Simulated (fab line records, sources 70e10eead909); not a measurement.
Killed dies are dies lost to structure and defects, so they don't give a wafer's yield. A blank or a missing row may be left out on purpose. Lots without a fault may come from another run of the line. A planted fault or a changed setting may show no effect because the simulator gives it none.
fab line records | flow nand_harc
record lots=12 wafers=36 last_day=33
route steps=1302 shown A_WL_FILL@953 A_CONTACT@985
lots that met no fault: from a run of the same line without faults
start_h: hours from the record's first day to the start of the lot's first wafer shown | wait_h: hours since the lot's step before | " the same as in the row above | L1.1+2: a row that stands for several wafers | - no value, or no start given | * or withheld: withheld | < > ~ a bound
route shown NAME@n: a module of which the file shows steps, and the number in the route of the first | usual: mean/standard deviation of fault-free wafers | same: alike in all rows | chamber/n: place in a boat | sites: the reading at each site | _std_site: their standard deviation | _edge_site: outer sites' mean less inner sites' | radius_mm: how far each site lies from the wafer's centre | mask NAME#n: copy n | behind: the tool/chamber that last shaped the wafer | hold: why the lot was held/for how many hours/how that ended | device: the transistor (n, p or np) that didn't switch | end of line: the same wafers' tests at the end of the route | a step without rows: its recipe alone | killed: dies lost to structure and defects at the first sort, not the wafer's yield | map: a wafer's dies, x killed, . not, _ none there
set.NAME: the setting as run; set.NAME@STEP: as run at that earlier step | model.NAME: the simulator's own value behind a step, which no gauge read
steps of the route over a sample of lots; a table a step, a row a wafer
services: from which hour (start_h, from the record's first day; less than 0 if before it) a tool's chamber was out of use, for how many hours, and why
## steps
# step NHARC_A_WL_FILL_RTA_01
# recipe temp_c=1000 time_s=5
# usual lamp_power_pct=32.7/1.5 lamp_zone_1_pct=32.7/1.5 lamp_zone_7_pct=33.2/1.5 wafer_temp_C_max=1003.9/1.1
# columns lot.wafer tool chamber start_h wait_h lamp_power_pct lamp_zone_1_pct lamp_zone_7_pct wafer_temp_C_max
L130.1 rtp_anneal-02 0 457.05 - 34.4 34.5 35.0 1002.6
L130.3 " 0 " " 34.5 34.4 35.0 1002.6
L130.5 " 0 " " 34.4 34.5 35.0 1004.1
L131.2 rtp_anneal-02 0 472.33 - 34.4 34.4 34.9 1003.9
L131.3 " 0 " " 34.4 34.4 34.9 1003.4
L131.4 " 0 " " 34.4 34.4 35.0 1003.1
L132.1 rtp_anneal-02 0 485.76 - 34.4 34.5 35.0 1003.1
L132.3 " 0 " " 34.4 34.5 35.0 1003.7
L132.4 " 0 " " 34.4 34.5 34.9 1003.1
L133.2 rtp_anneal-02 0 497.66 - 34.4 34.4 35.0 1001.1
L133.5 " 0 " " 34.5 34.4 35.0 1002.9
L133.6 " 0 " " 34.5 34.4 35.0 1003.1
L136.1 rtp_anneal-02 0 516.48 - 34.4 34.4 35.0 1001.0
L136.4 " 0 " " 34.5 34.5 34.9 1003.0
L136.6 " 0 " " 34.4 34.4 35.0 1001.3
L138.2 rtp_anneal-01 0 545.01 - 31.4 31.4 32.0 1003.7
L138.3 " 0 " " 31.4 31.4 31.9 1003.5
L138.6 " 0 " " 31.4 31.4 31.9 1005.1
L140.1 rtp_anneal-01 0 568.82 - 31.5 31.4 31.9 1005.3
L140.2 " 0 " " 31.5 31.5 31.9 1005.5
L140.4 " 0 " " 31.4 31.4 31.9 1004.0
L150.1 rtp_anneal-01 0 661.34 - 31.4 31.4 31.9 1003.8
L150.5 " 0 " " 31.5 31.5 31.9 1004.1
L150.6 " 0 " " 31.5 31.4 31.9 1006.5
L149.3 rtp_anneal-02 0 661.38 - 34.4 34.5 35.0 1003.0
L149.4 " 0 " " 34.5 34.5 35.0 1003.2
L149.5 " 0 " " 34.5 34.5 35.0 1004.8
L151.1 rtp_anneal-01 0 671.44 - 31.4 31.4 31.9 1003.9
L151.2 " 0 " " 31.4 31.4 31.9 1004.8
L151.3 " 0 " " 31.4 31.5 31.9 1004.2
L153.1 rtp_anneal-02 0 686.81 - 34.5 34.5 35.0 1003.7
L153.4 " 0 " " 34.4 34.4 35.0 1003.8
L153.5 " 0 " " 34.4 34.5 35.0 1002.7
L152.3 rtp_anneal-01 0 686.88 - 31.4 31.3 31.9 1006.4
L152.4 " 0 " " 31.4 31.3 31.9 1004.6
L152.6 " 0 " " 31.4 31.4 31.8 1004.2
# step NHARC_A_WL_FILL_ALD_02
# recipe target_thk_a=20 pulse_time_s=3 ald_cycles=100 temp_c=450 material=TiN
# usual heater_power_w=1090/130 precursor_pulse_height_rel=1.000/0.021
# columns lot.wafer tool chamber start_h wait_h heater_power_w precursor_pulse_height_rel
L130.3 ald_metal-01 0 457.27 0.1 964 0.976
L130.1 " 3 " " 1170 0.991
L130.5 " 1 " " 1162 1.000
L131.3 ald_metal-03 0 472.52 0.1 1025 0.991
L131.4 " 1 " " 1223 0.998
L131.2 " 3 " " 985 1.014
L132.1 ald_metal-02 3 486.02 0.2 1101 1.003
L132.3 " 0 " " 1124 0.985
L132.4 " 1 " " 1331 1.000
L133.2 ald_metal-02 3 497.89 0.2 1143 1.016
L133.5 " 2 " " 1160 1.011
L133.6 " 3 " " 1133 1.010
L136.1 ald_metal-01 0 516.79 0.3 985 1.021
L136.6 " 2 " " 998 0.997
L136.4 " 0 " " 959 0.968
L138.2 ald_metal-01 1 545.19 0.2 1167 1.017
L138.3 " 0 " " 1004 1.010
L138.6 " 2 " " 1012 1.007
L140.4 ald_metal-01 0 569.07 0.1 988 1.006
L140.1 " 1 " " 1166 1.019
L140.2 " 2 " " 986 1.002
L149.4 ald_metal-02 2 661.58 0.1 1133 0.986
L149.3 " 0 " " 1027 0.989
L149.5 " 2 " " 1150 1.006
L150.1 ald_metal-03 2 661.66 0.3 789 1.031
L150.6 " 3 " " 1020 0.984
L150.5 " 2 " " 783 1.010
L151.1 ald_metal-02 3 671.66 0.2 1114 0.990
L151.2 " 1 " " 1351 1.013
L151.3 " 2 " " 1115 1.001
L152.4 ald_metal-01 2 687.11 0.2 1001 0.985
L152.3 " 3 " " 1154 0.996
L152.6 " 1 " " 1185 0.997
L153.1 ald_metal-03 1 687.13 0.3 1258 1.032
L153.5 " 3 " " 1015 1.015
L153.4 " 1 " " 1232 0.996
# step NHARC_A_WL_FILL_CVD_20
# recipe target_thk_a=1000 temp_c=400 pressure_torr=40 wf6_flow_sccm=40 h2_flow_sccm=1600 ar_flow_sccm=1560 time_s=74 material=W
# usual heater_power_w=895/86 throttle_valve_pct=8.14/0.26
# columns lot.wafer tool chamber start_h wait_h heater_power_w throttle_valve_pct
L130.1 cvd_w-01 0 474.35 - 811 8.10
L130.3 " 0 " " 807 7.94
L130.5 " 1 " " 885 8.64
L131.2 cvd_w-01 0 492.60 - 806 8.04
L131.4 " 0 " " 815 8.06
L131.3 " 1 " " 918 8.32
L132.1 cvd_w-02 1 503.42 - 1048 8.21
L132.3 " 1 " " 1036 8.09
L132.4 " 0 " " 907 7.82
L133.2 cvd_w-01 1 517.24 - 904 8.61
L133.5 " 0 " " 811 8.13
L133.6 " 1 " " 931 8.74
L136.1 cvd_w-01 0 534.32 - 788 8.30
L136.4 " 1 " " 924 8.26
L136.6 " 0 " " 803 8.19
L138.2 cvd_w-02 1 562.95 - 1066 8.26
L138.3 " 0 " " 924 8.04
L138.6 " 0 " " 909 7.96
L140.1 cvd_w-01 0 587.44 - 812 7.96
L140.2 " 1 " " 828 8.26
L140.4 " 0 " " 794 7.90
L149.4 cvd_w-01 0 678.57 - 818 8.12
L149.3 " 1 " " 854 8.35
L149.5 " 1 " " 859 8.49
L150.1 cvd_w-02 1 678.59 - 1054 8.14
L150.5 " 0 " " 837 7.70
L150.6 " 1 " " 1025 7.88
L151.1 cvd_w-02 0 691.35 - 861 7.78
L151.2 " 0 " " 864 7.84
L151.3 " 0 " " 837 7.75
L153.1 cvd_w-01 0 703.91 - 800 8.32
L153.4 " 1 " " 879 8.42
L153.5 " 0 " " 828 8.14
L152.3 cvd_w-02 1 703.99 - 1059 7.80
L152.4 " 0 " " 830 7.88
L152.6 " 1 " " 1052 7.95
# step NHARC_A_WL_FILL_CMP_12
# recipe t_overpolish_s=30 target_thk_nm=100
# usual edge_zone_pressure_frac=1.000/0.0048 motor_current_A=12.5/1.3 overpolish_run_s=30.000/0.009 slurry_filter_dp_kPa=13.47/0.13 time_to_endpoint_s=20/3.2
# columns lot.wafer tool chamber start_h wait_h edge_zone_pressure_frac motor_current_A overpolish_run_s slurry_filter_dp_kPa time_to_endpoint_s
L130.1 cmp-01 2 474.53 0.2 1.004 12.1 29.982 13.60 20
L130.3 " 3 " " 0.994 12.2 29.998 13.52 17
L130.5 " 2 " " 1.001 11.9 29.995 13.37 18
L131.2 cmp-04 0 492.78 0.2 0.996 10.3 29.994 13.32 17
L131.4 " 1 " " 0.996 17.3 29.991 13.36 20
L131.3 " 2 " " 1.003 12.9 29.988 13.34 29
L132.1 cmp-03 1 503.61 0.2 0.998 12.9 29.995 13.64 16
L132.4 " 2 " " 0.998 12.2 29.995 13.41 18
L132.3 " 3 " " 0.990 12.2 30.008 13.34 13
L133.2 cmp-04 2 517.42 0.2 0.999 12.2 29.995 13.30 24
L133.6 " 1 " " 0.998 16.9 29.995 13.45 22
L133.5 " 2 " " 0.998 13.2 30.008 13.54 27
L136.1 cmp-01 0 534.53 0.2 0.996 11.8 29.998 13.31 25
L136.4 " 1 " " 0.990 11.0 30.011 13.58 25
L136.6 " 3 " " 1.006 12.8 29.993 13.31 21
L138.3 cmp-03 1 563.15 0.2 0.994 12.9 30.009 13.30 23
L138.2 " 2 " " 1.003 12.1 30.007 13.44 25
L138.6 " 3 " " 0.991 12.4 29.998 13.50 20
L140.1 cmp-04 2 587.62 0.2 0.995 12.3 29.990 13.27 34
L140.4 " 3 " " 1.011 12.1 29.998 13.51 24
L140.2 " 0 " " 1.010 10.5 29.990 13.18 14
L149.4 cmp-03 3 678.73 0.1 0.998 12.6 29.995 13.62 16
L149.3 " 1 " " 1.000 12.1 29.995 13.82 18
L149.5 " 3 " " 0.994 12.6 30.004 13.16 15
L150.1 cmp-04 1 678.79 0.2 1.001 16.5 29.988 13.58 17
L150.5 " 3 " " 0.994 12.3 30.005 13.36 15
L150.6 " 0 " " 0.998 10.7 30.000 13.32 14
L151.3 cmp-01 2 691.67 0.2 1.005 12.0 30.005 13.60 22
L151.1 " 3 " " 1.000 12.8 29.999 13.54 21
L151.2 " 0 " " 1.003 11.5 30.005 13.55 20
L153.1 cmp-04 2 704.11 0.2 0.996 13.2 29.975 13.72 21
L153.4 " 3 " " 1.003 11.9 30.012 13.49 16
L153.5 " 1 " " 1.011 15.6 29.994 13.55 17
L152.4 cmp-03 0 704.18 0.1 1.001 12.1 30.004 13.65 15
L152.3 " 1 " " 0.999 12.4 30.002 13.59 17
L152.6 " 2 " " 1.002 13.4 29.986 13.52 21
# step NHARC_A_CONTACT_DEP_28
# recipe target_thk_a=70000 temp_c=400 material=aC
# usual throttle_valve_pct=34.999/0.0084
# columns lot.wafer tool chamber start_h wait_h throttle_valve_pct
L130.1 acl_dep-01 0 475.64 0.1 34.999
L130.3 " 0 477.06 1.5 35.000
L130.5 " 0 478.49 2.9 35.009
L131.2 acl_dep-01 0 494.66 0.8 34.993
L131.3 " 0 " " 34.996
L131.4 " 0 " " 35.009
L132.1 acl_dep-02 0 504.75 0.1 35.000
L132.3 " 0 506.17 1.5 35.022
L132.4 " 0 " " 34.995
L133.2 acl_dep-02 0 519.90 1.4 34.999
L133.5 " 0 521.98 3.5 35.005
L133.6 " 0 " " 35.003
L136.1 acl_dep-03 0 535.62 0.1 35.004
L136.4 " 0 537.71 2.1 35.010
L136.6 " 0 539.11 3.5 35.012
L138.2 acl_dep-03 0 565.17 0.9 35.000
L138.3 " 0 " " 34.979
L138.6 " 0 567.97 3.7 35.007
L140.1 acl_dep-02 0 589.32 0.6 35.000
L140.2 " 0 " " 35.008
L140.4 " 0 591.42 2.7 35.006
L149.3 acl_dep-03 0 681.26 1.5 34.998
L149.4 " 0 " " 34.998
L149.5 " 0 " " 34.999
L150.1 acl_dep-02 0 681.57 1.7 34.994
L150.5 " 0 684.43 4.6 34.983
L150.6 " 0 " " 34.996
L151.1 acl_dep-03 0 692.83 0.1 34.997
L151.2 " 0 " " 34.995
L151.3 " 0 " " 35.003
L153.1 acl_dep-01 0 705.24 0.1 34.987
L153.4 " 0 707.39 2.2 34.986
L153.5 " 0 " " 34.997
L152.3 acl_dep-03 0 706.67 1.5 35.006
L152.4 " 0 " " 34.997
L152.6 " 0 708.79 3.6 34.992
## services
# columns tool chamber start_h hours kind
cmp-04 - 440.16 1.3 repair
cvd_w-02 - 450.00 13.0 pm
cmp-04 - 454.43 0.6 repair
cmp-04 - 455.60 1.6 repair
cvd_w-01 - 456.80 1.0 repair
cmp-04 - 458.49 4.1 repair
cmp-04 - 474.68 2.5 repair
acl_dep-03 - 478.85 13.0 pm
ald_metal-01 1 481.21 4.4 repair
cmp-04 - 503.07 4.0 pm
ald_metal-01 3 508.44 22.8 repair
cmp-04 - 523.50 3.7 repair
ald_metal-01 - 526.00 10.0 pm
cvd_w-01 0 542.09 7.7 repair
cvd_w-02 - 545.30 1.5 repair
cmp-04 - 545.88 1.5 repair
cvd_w-01 - 547.00 13.0 pm
ald_metal-01 2 579.42 4.2 repair
cvd_w-01 - 589.86 24.7 repair
cmp-04 - 592.85 59.8 repair
cvd_w-01 0 622.95 3.2 repair
cvd_w-02 - 631.37 13.0 pm
cvd_w-01 0 646.75 17.6 repair
acl_dep-03 - 659.85 13.0 pm
## key
first_sign step=NHARC_A_WL_FILL_CMP_12 reading=time_to_endpoint_s direction=up sigmas=2.9 usual=* struck=*
effect none on later readings
met_at NHARC_A_WL_FILL_CVD_20
struck_lots L140
struck_wafers L140.1,L140.4
tester_left_out L140
not_acting_at NHARC_A_WL_FILL_RTA_01,NHARC_A_WL_FILL_ALD_02,NHARC_A_CONTACT_DEP_28
onset_between 534.32 587.44
fault kind=process_parameter_drift tool=cvd_w-01 chamber=0 onset_h=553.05 steps=NHARC_A_WL_FILL_CVD_20 channel=target_thk_a offset=* shape=step end_h=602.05 acts_in=* stated=*
# tester_left_out: of these lots the tester's yield and bins aren't shown, on N5 and GAA mostly nor the transistor test; their killed dies are dies lost to structure and defects alone, not to doping, threshold or leakage, so they don't give the yield
